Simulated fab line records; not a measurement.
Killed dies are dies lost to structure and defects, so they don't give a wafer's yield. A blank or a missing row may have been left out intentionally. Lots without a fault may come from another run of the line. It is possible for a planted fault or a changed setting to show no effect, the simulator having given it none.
Chamber matching    flow n5_finfet    rie_diel-01 running N5_HKMG_FIN_STRIP_92: 4 sister chambers
The step strips SOC in N2/H2, time 20 s. 14 wafers are shown with their chamber, then 7 later ones without.

## EACH WAFER AND ITS CHAMBER
wafer   chamber  drypump_motor_current_A (A)  throttle_valve_pct (%)  oes_product_au (a.u.)
L076.1  2        5.0                          19.05                   0.76
L076.3  0        6.3                          19.08                   0.83
L076.6  0        6.4                          19.06                   0.83
L077.1  0        6.4                          19.05                   0.82
L077.3  1        5.3                          18.72                   0.91
L077.6  2        5.0                          19.06                   0.75
L078.3  0        6.4                          19.08                   0.82
L078.4  1        5.2                          18.68                   0.92
L078.5  0        6.4                          19.06                   0.83
L074.1  2        5.0                          19.05                   0.75
L074.5  0        6.3                          19.06                   0.82
L074.6  2        5.0                          19.06                   0.75
L087.1  0        6.4                          19.10                   0.80
L087.3  3        5.4                          19.10                   0.72

SIGNATURES (averages over the wafers above)
reading                  chamber 0  chamber 1  chamber 2  chamber 3  scatter within a chamber
drypump_motor_current_A  6.371      5.250      5.000      5.400      0.0439
throttle_valve_pct       19.0700    18.7000    19.0550    19.1000    0.0164
oes_product_au           0.8214     0.9150     0.7525     0.7200     0.009
Rule: for each reading, subtract the chamber's mean from the wafer's reading, divide by that reading's scatter and square the result; add these up over the readings and take the root, which gives the wafer's distance from the chamber. If the next closest chamber is less than 2 further off than the closest, the wafer can't be placed; otherwise it belongs to the closest. How the scatter is found: for the shown wafers, subtract from each reading the mean of its chamber, square and add these, divide the total by (wafers less chambers), then take the root.

## WAFERS WHOSE CHAMBER IS MISSING
wafer   drypump_motor_current_A (A)  throttle_valve_pct (%)  oes_product_au (a.u.)
L087.6  6.4                          19.11                   0.81
L093.1  5.2                          18.75                   0.85
L093.2  5.0                          19.10                   0.73
L093.4  5.4                          19.12                   0.71
L094.1  5.4                          19.11                   0.70
L094.2  5.2                          18.75                   0.84
L094.5  6.4                          19.12                   0.78

## WHICH CHAMBER EACH WENT THROUGH
wafer   from the rows above  in truth
L087.6  0                    0
L093.1  1                    1
L093.2  2                    2
L093.4  3                    3
L094.1  3                    3
L094.2  1                    1
L094.5  0                    0
Correctly placed: 7 of 7. Number that these rows cannot place: 0. Placed wrongly: 0.
